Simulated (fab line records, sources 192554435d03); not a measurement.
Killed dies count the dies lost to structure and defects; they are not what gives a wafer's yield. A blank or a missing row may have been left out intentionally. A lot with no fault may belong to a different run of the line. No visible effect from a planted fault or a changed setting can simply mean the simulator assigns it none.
Matching of chambers / flow n5_finfet / N5_MOL_CONTACT_COAG_DESCUM_45 on rie_diel-02 has 4 sister chambers
The step chemistry O2, time 7 s. 16 wafers are shown with their chamber, then 8 later ones without.

== WAFERS PAIRED WITH THEIR CHAMBERS ==
wafer=L076.2; chamber=2; showerhead_plenum_p_Torr (Torr)=2.05; oes_product_au (a.u.)=0.96; throttle_valve_pct (%)=20.57
wafer=L076.3; chamber=0; showerhead_plenum_p_Torr (Torr)=2.08; oes_product_au (a.u.)=0.73; throttle_valve_pct (%)=20.43
wafer=L076.5; chamber=2; showerhead_plenum_p_Torr (Torr)=2.05; oes_product_au (a.u.)=0.96; throttle_valve_pct (%)=20.58
wafer=L078.2; chamber=1; showerhead_plenum_p_Torr (Torr)=2.04; oes_product_au (a.u.)=0.88; throttle_valve_pct (%)=20.33
wafer=L078.5; chamber=1; showerhead_plenum_p_Torr (Torr)=2.04; oes_product_au (a.u.)=0.89; throttle_valve_pct (%)=20.34
wafer=L078.6; chamber=2; showerhead_plenum_p_Torr (Torr)=2.05; oes_product_au (a.u.)=0.95; throttle_valve_pct (%)=20.57
wafer=L083.1; chamber=2; showerhead_plenum_p_Torr (Torr)=2.05; oes_product_au (a.u.)=0.92; throttle_valve_pct (%)=20.60
wafer=L083.2; chamber=0; showerhead_plenum_p_Torr (Torr)=2.08; oes_product_au (a.u.)=0.74; throttle_valve_pct (%)=20.47
wafer=L083.3; chamber=1; showerhead_plenum_p_Torr (Torr)=2.04; oes_product_au (a.u.)=0.87; throttle_valve_pct (%)=20.35
wafer=L083.4; chamber=3; showerhead_plenum_p_Torr (Torr)=2.20; oes_product_au (a.u.)=0.78; throttle_valve_pct (%)=20.58
wafer=L083.5; chamber=1; showerhead_plenum_p_Torr (Torr)=2.04; oes_product_au (a.u.)=0.87; throttle_valve_pct (%)=20.35
wafer=L083.6; chamber=0; showerhead_plenum_p_Torr (Torr)=2.08; oes_product_au (a.u.)=0.73; throttle_valve_pct (%)=20.48
wafer=L090.3; chamber=1; showerhead_plenum_p_Torr (Torr)=2.03; oes_product_au (a.u.)=0.85; throttle_valve_pct (%)=20.40
wafer=L090.4; chamber=3; showerhead_plenum_p_Torr (Torr)=2.20; oes_product_au (a.u.)=0.76; throttle_valve_pct (%)=20.59
wafer=L090.5; chamber=3; showerhead_plenum_p_Torr (Torr)=2.19; oes_product_au (a.u.)=0.77; throttle_valve_pct (%)=20.60
wafer=L091.1; chamber=2; showerhead_plenum_p_Torr (Torr)=2.04; oes_product_au (a.u.)=0.90; throttle_valve_pct (%)=20.62

SIGNATURES, as means of the wafers listed above
reading=showerhead_plenum_p_Torr; chamber 0=2.0800; chamber 1=2.0380; chamber 2=2.0480; chamber 3=2.1967; scatter within a chamber=0.00435
reading=oes_product_au; chamber 0=0.7333; chamber 1=0.8720; chamber 2=0.9380; chamber 3=0.7700; scatter within a chamber=0.0183
reading=throttle_valve_pct; chamber 0=20.4600; chamber 1=20.3540; chamber 2=20.5880; chamber 3=20.5900; scatter within a chamber=0.0231
Rule: a wafer's distance from a chamber is the root of the sum, over the readings, of the square of ((its reading less the chamber's mean) divided by the reading's scatter). If the next closest chamber is less than 2 further off than the closest, the wafer can't be placed; otherwise it belongs to the closest. The scatter is the square root of a quotient: the sum, over the shown wafers, of each reading's squared deviation from its chamber's mean, divided by wafers minus chambers.

== WAFERS MISSING THEIR CHAMBER ==
wafer=L091.2; showerhead_plenum_p_Torr (Torr)=2.07; oes_product_au (a.u.)=0.72; throttle_valve_pct (%)=20.49
wafer=L091.3; showerhead_plenum_p_Torr (Torr)=2.03; oes_product_au (a.u.)=0.84; throttle_valve_pct (%)=20.37
wafer=L091.4; showerhead_plenum_p_Torr (Torr)=2.19; oes_product_au (a.u.)=0.76; throttle_valve_pct (%)=20.59
wafer=L091.5; showerhead_plenum_p_Torr (Torr)=2.03; oes_product_au (a.u.)=0.84; throttle_valve_pct (%)=20.36
wafer=L091.6; showerhead_plenum_p_Torr (Torr)=2.04; oes_product_au (a.u.)=0.89; throttle_valve_pct (%)=20.61
wafer=L094.1; showerhead_plenum_p_Torr (Torr)=2.04; oes_product_au (a.u.)=0.86; throttle_valve_pct (%)=20.64
wafer=L094.5; showerhead_plenum_p_Torr (Torr)=2.19; oes_product_au (a.u.)=0.75; throttle_valve_pct (%)=20.62
wafer=L094.6; showerhead_plenum_p_Torr (Torr)=2.07; oes_product_au (a.u.)=0.71; throttle_valve_pct (%)=20.51

== WHICH CHAMBER EACH WENT THROUGH ==
wafer=L091.2; from the rows above=0; in truth=0
wafer=L091.3; from the rows above=1; in truth=1
wafer=L091.4; from the rows above=3; in truth=3
wafer=L091.5; from the rows above=1; in truth=1
wafer=L091.6; from the rows above=2; in truth=2
wafer=L094.1; from the rows above=2; in truth=2
wafer=L094.5; from the rows above=3; in truth=3
wafer=L094.6; from the rows above=0; in truth=0
8 of 8 placed correctly. Number that these rows cannot place: 0. Wrongly placed: 0.
